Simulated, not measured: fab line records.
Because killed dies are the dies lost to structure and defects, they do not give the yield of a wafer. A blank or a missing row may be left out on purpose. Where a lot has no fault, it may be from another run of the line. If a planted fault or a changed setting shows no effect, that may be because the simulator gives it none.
Matching of chambers / flow n5Finfet / N5_DUMMY_REMOVAL_HM_STRIP_01 on rieDiel-05: 4 sister chambers
The step strips SiNx in CH3F/O2, stops on poly-Si, target depth 4 nm, time 6.8 s. 4 wafers are shown with their chamber, then 12 later ones without.

== EACH WAFER AND ITS CHAMBER ==
wafer=L082.5; chamber=0; throttleValvePct (%)=16.38
wafer=L083.2; chamber=2; throttleValvePct (%)=16.72
wafer=L084.2; chamber=1; throttleValvePct (%)=16.56
wafer=L084.6; chamber=3; throttleValvePct (%)=15.91

== WAFERS WITHOUT THEIR CHAMBER ==
wafer=L088.1; throttleValvePct (%)=16.70
wafer=L088.2; throttleValvePct (%)=15.92
wafer=L088.4; throttleValvePct (%)=16.59
wafer=L090.1; throttleValvePct (%)=16.58
wafer=L090.2; throttleValvePct (%)=16.74
wafer=L090.4; throttleValvePct (%)=16.60
wafer=L091.1; throttleValvePct (%)=15.93
wafer=L091.3; throttleValvePct (%)=16.41
wafer=L091.6; throttleValvePct (%)=16.41
wafer=L097.1; throttleValvePct (%)=16.59
wafer=L097.3; throttleValvePct (%)=16.44
wafer=L097.5; throttleValvePct (%)=16.59

== EACH ONE'S CHAMBER ==
wafer=L088.1; from the rows above=2; in truth=2
wafer=L088.2; from the rows above=3; in truth=3
wafer=L088.4; from the rows above=1; in truth=1
wafer=L090.1; from the rows above=1; in truth=1
wafer=L090.2; from the rows above=2; in truth=2
wafer=L090.4; from the rows above=1; in truth=1
wafer=L091.1; from the rows above=3; in truth=3
wafer=L091.3; from the rows above=0; in truth=0
wafer=L091.6; from the rows above=0; in truth=0
wafer=L097.1; from the rows above=1; in truth=1
wafer=L097.3; from the rows above=can't be placed: 0 or 1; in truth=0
wafer=L097.5; from the rows above=1; in truth=1
Correctly placed: 11 of 12. Can't be placed from these rows: 1 (the true chamber is among the candidates in 1). 0 placed wrongly.
How it was worked out, from the rows above alone: a wafer's distance from a chamber is the root of the sum, over the readings, of the square of ((its reading less the chamber's mean) divided by the reading's scatter). If the next closest chamber is less than 2 further off than the closest, the wafer can't be placed; otherwise it belongs to the closest. For every chamber, the mean is computed from those of its wafers that are shown. The scatter (one wafer shown for each chamber): square how far every hidden wafer sits from the nearest shown wafer, average those squares and take the square root.
